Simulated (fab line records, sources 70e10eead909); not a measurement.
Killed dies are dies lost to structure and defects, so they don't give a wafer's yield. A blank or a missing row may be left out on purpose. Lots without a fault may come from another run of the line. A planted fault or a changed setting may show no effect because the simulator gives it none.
Chamber matching | flow nand_harc | NHARC_P_M2_ETCH_35 on rie_diel-10: 4 sister chambers
The step etches the open film in N2/H2, target depth 40 nm, overetch 12 nm, time 43.94 s. 8 wafers are shown with their chamber, then 12 later ones without.

WAFERS WITH THEIR CHAMBER
wafer  | chamber | drypump_motor_current_A (A) | rf_vpp_V (V)
L081.1 | 3       | 5.71                        | 427
L084.4 | 3       | 5.69                        | 428
L085.4 | 2       | 5.15                        | 427
L086.2 | 0       | 5.86                        | 436
L086.6 | 2       | 5.17                        | 427
L089.3 | 0       | 5.88                        | 435
L089.4 | 1       | 5.96                        | 430
L089.6 | 1       | 5.94                        | 430

WAFERS WITHOUT THEIR CHAMBER
wafer  | drypump_motor_current_A (A) | rf_vpp_V (V)
L088.1 | 5.18                        | 428
L088.4 | 5.71                        | 427
L088.6 | 5.70                        | 428
L094.1 | 5.19                        | 425
L094.4 | 5.82                        | 434
L094.5 | 5.97                        | 432
L096.2 | 5.70                        | 426
L096.3 | 5.99                        | 430
L096.4 | 5.13                        | 427
L097.1 | 5.19                        | 427
L097.2 | 5.83                        | 436
L097.4 | 5.70                        | 429

WHICH CHAMBER EACH WENT THROUGH
wafer  | from the rows above | in truth
L088.1 | 2                   | 2
L088.4 | 3                   | 3
L088.6 | 3                   | 3
L094.1 | 2                   | 2
L094.4 | 0                   | 0
L094.5 | 1                   | 1
L096.2 | 3                   | 3
L096.3 | 1                   | 1
L096.4 | 2                   | 2
L097.1 | 2                   | 2
L097.2 | 0                   | 0
L097.4 | 3                   | 3
Placed correctly: 12 of 12. Can't be placed from these rows: 0. Placed wrongly: 0.
How it was worked out, from the rows above alone: a wafer's distance from a chamber is the root of the sum, over the readings, of the square of ((its reading less the chamber's mean) divided by the reading's scatter). The wafer belongs to the nearest chamber; if the next one is less than 2 further off, it can't be placed. A chamber's mean is the mean of its shown wafers. The scatter: the root of (the sum of the squares of (reading less its chamber's mean) over the shown wafers, divided by (wafers less chambers)).
